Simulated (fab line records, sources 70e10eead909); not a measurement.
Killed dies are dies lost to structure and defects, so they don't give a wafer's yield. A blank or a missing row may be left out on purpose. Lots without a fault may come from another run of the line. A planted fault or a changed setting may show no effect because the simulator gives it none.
fab line records | flow nand_harc
record lots=12 wafers=36 last_day=33
route steps=1302 shown P_GATE@151 P_CONTACT@217 END@1302
lots that met no fault: from a run of the same line without faults
start_h: hours from the record's first day to the start of the lot's first wafer shown | wait_h: hours since the lot's step before | " the same as in the row above | L1.1+2: a row that stands for several wafers | - no value, or no start given | * or withheld: withheld | < > ~ a bound
route shown NAME@n: a module of which the file shows steps, and the number in the route of the first | usual: mean/standard deviation of fault-free wafers | same: alike in all rows | chamber/n: place in a boat | sites: the reading at each site | _std_site: their standard deviation | _edge_site: outer sites' mean less inner sites' | radius_mm: how far each site lies from the wafer's centre | mask NAME#n: copy n | behind: the tool/chamber that last shaped the wafer | hold: why the lot was held/for how many hours/how that ended | device: the transistor (n, p or np) that didn't switch | end of line: the same wafers' tests at the end of the route | a step without rows: its recipe alone | killed: dies lost to structure and defects at the first sort, not the wafer's yield | map: a wafer's dies, x killed, . not, _ none there
set.NAME: the setting as run; set.NAME@STEP: as run at that earlier step | model.NAME: the simulator's own value behind a step, which no gauge read
steps of the route over a sample of lots; a table a step, a row a wafer
services: from which hour (start_h, from the record's first day; less than 0 if before it) a tool's chamber was out of use, for how many hours, and why
## steps
# step NHARC_P_GATE_CD_MEAS_33
# usual cd_nm=120.2/2.6
# columns lot.wafer tool chamber start_h wait_h cd_nm
L896.1 cd_sem-03 - 109.66 - 119.4
L896.2 " - " " 123.5
L896.4 " - " " 124.3
L897.1 cd_sem-03 - 122.25 - 119.0
L897.2 " - " " 120.7
L897.6 " - " " 121.4
L898.2 cd_sem-02 - 125.91 - 115.7
L898.5 " - " " 118.7
L898.6 " - " " 120.9
L899.2 cd_sem-01 - 139.11 - 116.9
L899.3 " - " " 120.5
L899.6 " - " " 120.9
L900.1 cd_sem-01 - 147.97 - 121.9
L900.3 " - " " 122.3
L900.6 " - " " 121.7
L902.3 cd_sem-02 - 174.65 - 123.5
L902.5 " - " " 118.9
L902.6 " - " " 122.9
L904.2 cd_sem-01 - 193.83 - 122.5
L904.5 " - " " 116.7
L904.6 " - " " 121.2
L905.1 cd_sem-02 - 199.82 - 118.0
L905.2 " - " " 121.2
L905.4 " - " " 119.3
L907.1 cd_sem-02 - 228.57 - 120.6
L907.5 " - " " 121.5
L907.6 " - " " 125.8
L908.3 cd_sem-02 - 232.43 0.2 116.7
L908.4 " - " " 118.6
L908.6 " - " " 117.1
L909.3 cd_sem-02 - 242.48 - 118.8
L909.5 " - " " 117.1
L909.6 " - " " 119.3
L918.2 cd_sem-03 - 332.64 0.2 120.7
L918.3 " - " " 119.0
L918.5 " - " " 119.8
# step NHARC_P_GATE_STRIP_101
# recipe time_s=20 o2_flow_sccm=500 ar_flow_sccm=0 bias_w=0 chemistry=O2
# usual drypump_motor_current_A=5.6/0.39 o2_flow_sccm=499.9/1.5 oes_product_au=1.002/0.011 rf_vpp_V=57.8/0.92 showerhead_plenum_p_Torr=3.53/0.14 throttle_valve_pct=17.037/0.0085
# same bias_w=0
# columns lot.wafer tool chamber start_h wait_h drypump_motor_current_A o2_flow_sccm oes_product_au rf_hours_counter_h rf_vpp_V showerhead_plenum_p_Torr throttle_valve_pct
L896.4 rie_diel-03 2 119.73 0.1 4.9 499.4 1.008 0 56.9 3.59 17.038
L896.1 " 3 " " 5.7 498.9 1.027 0 56.8 3.51 17.051
L896.2 " 0 " " 5.9 498.5 1.015 0 59.0 3.68 17.036
L897.2 rie_diel-01 0 132.25 0.1 6.1 500.0 0.992 7 59.3 3.61 17.019
L897.1 " 2 " " 6.2 498.0 1.006 7 57.3 3.36 17.040
L897.6 " 0 " " 6.1 502.2 0.994 - 58.5 3.61 17.042
L898.2 rie_diel-01 3 135.92 0.1 4.8 498.7 1.002 8 58.2 3.70 17.037
L898.5 " 1 " " 5.6 499.3 1.002 - 57.8 3.34 17.035
L898.6 " 2 " " 6.2 501.6 1.011 - 59.0 3.36 17.050
L899.2 rie_diel-01 1 151.22 0.1 5.6 499.1 1.004 6 56.0 3.34 17.028
L899.3 " 2 " " 6.1 500.8 1.022 7 57.6 3.36 17.035
L899.6 " 1 " " 5.6 497.7 1.008 - 55.8 3.34 17.027
L900.3 rie_diel-10 2 158.03 0.1 5.5 500.0 1.016 5 57.4 3.50 17.039
L900.1 " 3 " " 5.7 501.8 1.006 4 57.9 3.42 17.024
L900.6 " 1 " " 5.8 496.3 0.978 - 57.0 3.38 17.043
L902.3 rie_diel-10 1 184.65 0.1 5.7 498.8 0.982 7 57.7 3.38 17.049
L902.5 " 1 " " 5.8 499.6 0.983 - 56.9 3.38 17.045
L902.6 " 2 " " 5.5 497.4 1.009 - 57.7 3.49 17.032
L904.2 rie_diel-10 1 203.92 0.1 5.8 501.8 0.976 9 57.1 3.38 17.039
L904.5 " 3 " " 5.7 499.5 1.001 - 57.2 3.42 17.038
L904.6 " 0 " " 5.9 500.1 0.994 - 58.3 3.67 17.044
L905.1 rie_diel-03 1 209.87 0.1 5.7 501.0 0.997 6 58.1 3.74 17.043
L905.4 " 3 " " 5.7 502.9 1.006 6 56.9 3.50 17.031
L905.2 " 0 " " 5.9 502.7 1.022 6 59.9 3.68 17.014
L907.1 rie_diel-10 3 238.60 0.1 5.7 499.3 1.006 8 58.1 3.42 17.056
L907.6 " 3 " " 5.7 500.8 1.002 - 56.9 3.42 17.045
L907.5 " 0 " " 5.9 500.5 0.992 - 57.5 3.67 17.054
L908.3 rie_diel-03 0 242.42 0.1 5.9 500.5 1.023 8 58.0 3.67 17.027
L908.4 " 1 " " 5.7 502.0 1.014 7 57.9 3.74 17.038
L908.6 " 2 " " 4.9 500.0 1.007 - 58.2 3.59 17.030
L909.3 rie_diel-03 0 252.59 0.1 6.0 500.2 1.012 9 57.5 3.67 17.033
L909.5 " 0 " " 6.0 500.3 1.013 - 58.3 3.67 17.033
L909.6 " 1 " " 5.6 498.5 0.994 - 57.7 3.74 17.036
L918.2 rie_diel-10 0 342.73 0.1 5.9 499.3 0.998 4 59.7 3.66 17.048
L918.3 " 3 " " 5.7 498.6 1.000 4 57.5 3.42 17.031
L918.5 " 1 " " 5.8 501.2 0.992 - 58.4 3.38 17.018
# step NHARC_P_GATE_EXPOSE_88
# recipe na=0.6 target_cd_nm=2000 dose_mj=11.87 mask_id=P_HVN
# usual stage_vel_mm_s=499.99/0.29
# columns lot.wafer tool chamber start_h wait_h mask stage_vel_mm_s
L896.1 krf_scanner-04 0 123.84 - P_HVN#0 500.13
L896.2 " 0 " " P_HVN#0 499.91
L896.4 " 0 " " P_HVN#0 500.02
L897.1 krf_scanner-04 0 136.23 - P_HVN#0 500.02
L897.2 " 0 " " P_HVN#0 500.06
L897.6 " 0 " " P_HVN#0 499.99
L898.2 krf_scanner-04 0 140.03 - P_HVN#0 499.88
L898.5 " 0 " " P_HVN#0 500.03
L898.6 " 0 " " P_HVN#0 499.92
L899.2 krf_scanner-02 0 155.59 - P_HVN#0 499.88
L899.3 " 0 " " P_HVN#0 499.86
L899.6 " 0 " " P_HVN#0 499.63
L900.1 krf_scanner-03 0 162.38 - P_HVN#0 499.64
L900.3 " 0 " " P_HVN#0 499.75
L900.6 " 0 " " P_HVN#0 499.86
L902.3 krf_scanner-04 0 188.85 - P_HVN#0 500.43
L902.5 " 0 " " P_HVN#0 499.83
L902.6 " 0 " " P_HVN#0 499.81
L904.2 krf_scanner-02 0 208.20 - P_HVN#0 500.12
L904.5 " 0 " " P_HVN#0 500.60
L904.6 " 0 " " P_HVN#0 500.49
L905.1 krf_scanner-04 0 214.38 - P_HVN#0 500.19
L905.2 " 0 " " P_HVN#0 499.87
L905.4 " 0 " " P_HVN#0 500.16
L907.1 krf_scanner-02 0 242.76 - P_HVN#0 500.18
L907.5 " 0 " " P_HVN#0 499.93
L907.6 " 0 " " P_HVN#0 500.28
L908.3 krf_scanner-03 0 246.41 - P_HVN#0 500.43
L908.4 " 0 " " P_HVN#0 500.53
L908.6 " 0 " " P_HVN#0 500.41
L909.3 krf_scanner-03 0 256.59 - P_PSD#0 499.67
L909.5 " 0 " " P_PSD#0 499.56
L909.6 " 0 " " P_PSD#0 499.62
L918.2 krf_scanner-04 0 347.12 - P_HVN#0 499.34
L918.3 " 0 " " P_HVN#0 499.76
L918.5 " 0 " " P_HVN#0 500.09
# step NHARC_P_GATE_CD_MEAS_91
# recipe target_cd_nm=2000 landing_energy_ev=500
# usual cd_nm=1999.4/1.9
# columns lot.wafer tool chamber start_h wait_h cd_nm
L896.1 cd_sem-01 0 124.00 - 1997.3
L896.2 " 0 " " 1999.1
L896.4 " 0 " " 1996.0
L897.1 cd_sem-01 0 136.39 - 1999.7
L897.2 " 0 " " 1999.9
L897.6 " 0 " " 1998.5
L898.2 cd_sem-02 0 140.18 - 1999.9
L898.5 " 0 " " 2000.0
L898.6 " 0 " " 2001.5
L899.2 cd_sem-02 0 155.75 - 1998.4
L899.3 " 0 " " 2000.0
L899.6 " 0 " " 1994.0
L900.1 cd_sem-01 0 162.54 - 1999.1
L900.3 " 0 " " 2002.5
L900.6 " 0 " " 1997.8
L902.3 cd_sem-02 0 189.00 - 2000.8
L902.5 " 0 " " 2001.0
L902.6 " 0 " " 2002.8
L904.2 cd_sem-03 0 208.35 - 1999.5
L904.5 " 0 " " 1999.6
L904.6 " 0 " " 2002.9
L905.1 cd_sem-03 0 214.54 - 1998.8
L905.2 " 0 " " 1997.7
L905.4 " 0 " " 1996.5
L907.1 cd_sem-01 0 242.92 - 1999.0
L907.5 " 0 " " 1999.5
L907.6 " 0 " " 2002.2
L908.3 cd_sem-01 0 246.56 - 1997.0
L908.4 " 0 " " 2000.5
L908.6 " 0 " " 1999.7
L909.3 cd_sem-02 0 256.74 - -
L909.5 " 0 " " -
L909.6 " 0 " " -
L918.2 cd_sem-01 0 347.28 - 2002.3
L918.3 " 0 " " 2000.9
L918.5 " 0 " " 1997.2
# step NHARC_P_CONTACT_DEP_30
# recipe target_thk_a=300 temp_c=400 target_thk_nm=30 flow_sccm=200 rf_w=450 material=SiNx
# usual heater_power_w=739/110
# columns lot.wafer tool chamber start_h wait_h heater_power_w
L896.2 pecvd-01 0 127.12 0.1 899
L896.1 " 1 " " 872
L896.4 " 2 " " 813
L897.1 pecvd-02 2 139.53 0.1 559
L897.2 " 0 " " 809
L897.6 " 0 " " 812
L898.2 pecvd-01 1 143.40 0.1 757
L898.5 " 0 " " 927
L898.6 " 1 " " 768
L899.2 pecvd-02 1 158.91 0.1 684
L899.3 " 0 " " 728
L899.6 " 2 " " 617
L900.1 pecvd-04 2 166.24 0.1 662
L900.3 " 0 " " 877
L900.6 " 0 " " 859
L902.3 pecvd-02 2 192.23 0.1 620
L902.6 " 0 " " 661
L902.5 " 2 " " 609
L904.2 pecvd-02 1 211.61 0.1 608
L904.6 " 2 " " 499
L904.5 " 1 " " 605
L905.2 pecvd-04 2 217.70 0.1 718
L905.1 " 0 " " 917
L905.4 " 1 " " 651
L907.1 pecvd-01 2 246.15 0.1 727
L907.6 " 0 " " 870
L907.5 " 2 " " 744
L908.3 pecvd-04 2 249.73 0.1 681
L908.6 " 1 " " 670
L908.4 " 2 " " 701
L918.3 pecvd-04 0 353.75 0.1 790
L918.2 " 2 " " 752
L918.5 " 0 " " 797
# step NHARC_END_SORT_01
# recipe temp_c=25
# usual killed_at_array=64/16 killed_at_other=1.0/1.1 killed_at_periphery=3.5/2.3 killed_dies=69/17 killed_open=3.2/1.6 killed_short=2.4/1.6
# same gross_dies=677
# columns lot.wafer tool chamber start_h wait_h killed_at_array killed_at_other killed_at_periphery killed_dies killed_open killed_short
L909.3 prober-02 0 708.60 3.1 47 1 629 677 3 2
L909.5 prober-02 0 710.18 3.7 40 0 637 677 4 3
L909.6 prober-02 0 710.97 4.0 48 0 629 677 5 4
# killed by level:class
L909.3 P_GATE:area_expose=620 A_CHANNEL_HOLE_D2:chamber_film_flake=20 A_CHANNEL_HOLE_D1:chamber_film_flake=13 A_SLIT:chamber_film_flake=6 P_M0:chamber_film_flake=4 P_BONDPAD:chamber_film_flake=2 A_STAIRCASE:chamber_film_flake=2 P_STI:geometric_particle:open=1
L909.5 P_GATE:area_expose=629 A_CHANNEL_HOLE_D2:chamber_film_flake=18 A_CHANNEL_HOLE_D1:chamber_film_flake=9 A_STAIRCASE:chamber_film_flake=4 A_SLIT:chamber_film_flake=3 P_GATE:geometric_particle:open=2 P_M0:chamber_film_flake=2 P_BONDPAD:chamber_film_flake=2
L909.6 P_GATE:area_expose=619 A_CHANNEL_HOLE_D2:chamber_film_flake=22 A_CHANNEL_HOLE_D1:chamber_film_flake=10 P_BONDPAD:chamber_film_flake=5 A_STAIRCASE:chamber_film_flake=4 A_WL_FILL:geometric_particle:open=3 P_M0:chamber_film_flake=3 A_SLIT:chamber_film_flake=2
## services
# columns tool chamber start_h hours kind
rie_diel-03 - 104.45 9.0 pm
krf_scanner-02 - 112.16 2.4 repair
krf_scanner-02 - 128.11 1.4 repair
pecvd-01 - 130.09 13.0 pm
krf_scanner-04 - 131.76 1.7 repair
pecvd-02 - 135.45 1.2 repair
pecvd-04 1 161.88 6.9 repair
krf_scanner-04 - 182.00 4.0 pm
rie_diel-01 2 192.03 7.2 repair
rie_diel-01 - 203.80 9.0 pm
krf_scanner-04 - 210.91 0.3 repair
rie_diel-03 - 217.78 1.6 repair
rie_diel-01 0 220.17 5.0 repair
pecvd-02 - 227.11 13.0 pm
rie_diel-10 - 242.50 9.0 pm
krf_scanner-04 - 243.16 6.1 repair
rie_diel-10 0 263.36 3.4 repair
rie_diel-10 3 264.92 4.9 repair
pecvd-04 - 269.00 13.0 pm
krf_scanner-04 - 277.92 2.2 repair
rie_diel-03 - 281.45 9.0 pm
rie_diel-03 1 316.79 4.0 repair
rie_diel-03 1 324.65 12.1 repair
rie_diel-03 - 349.09 1.2 repair
## key
first_sign step=NHARC_P_GATE_EXPOSE_88 reading=mask direction=changed
effect step=NHARC_P_GATE_CD_MEAS_91 reading=cd_nm direction=missing
effect step=NHARC_END_SORT_01 reading=killed_at_periphery direction=up sigmas=99+ usual=3.5 struck=631.7
more_kills_born_at NHARC_P_GATE_EXPOSE_88@krf_scanner-03=1868
met_at NHARC_P_GATE_EXPOSE_88
struck_lots L909
later_rows_left_out L909.3,L909.5,L909.6
tester_left_out L909
not_acting_at NHARC_P_GATE_CD_MEAS_33,NHARC_P_GATE_STRIP_101,NHARC_P_CONTACT_DEP_30
onset_between 246.41 256.59
fault kind=wrong_mask tool=any chamber=- onset_h=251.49 steps=NHARC_P_GATE_EXPOSE_88 aux_copy=P_PSD#0 scope=struck_lots_only
# tester_left_out: of these lots the tester's yield and bins aren't shown, on N5 and GAA mostly nor the transistor test; their killed dies are dies lost to structure and defects alone, not to doping, threshold or leakage, so they don't give the yield
# later_rows_left_out: the simulator's readings of these wafers behind a module that went badly wrong aren't trusted and aren't shown, but for the sort
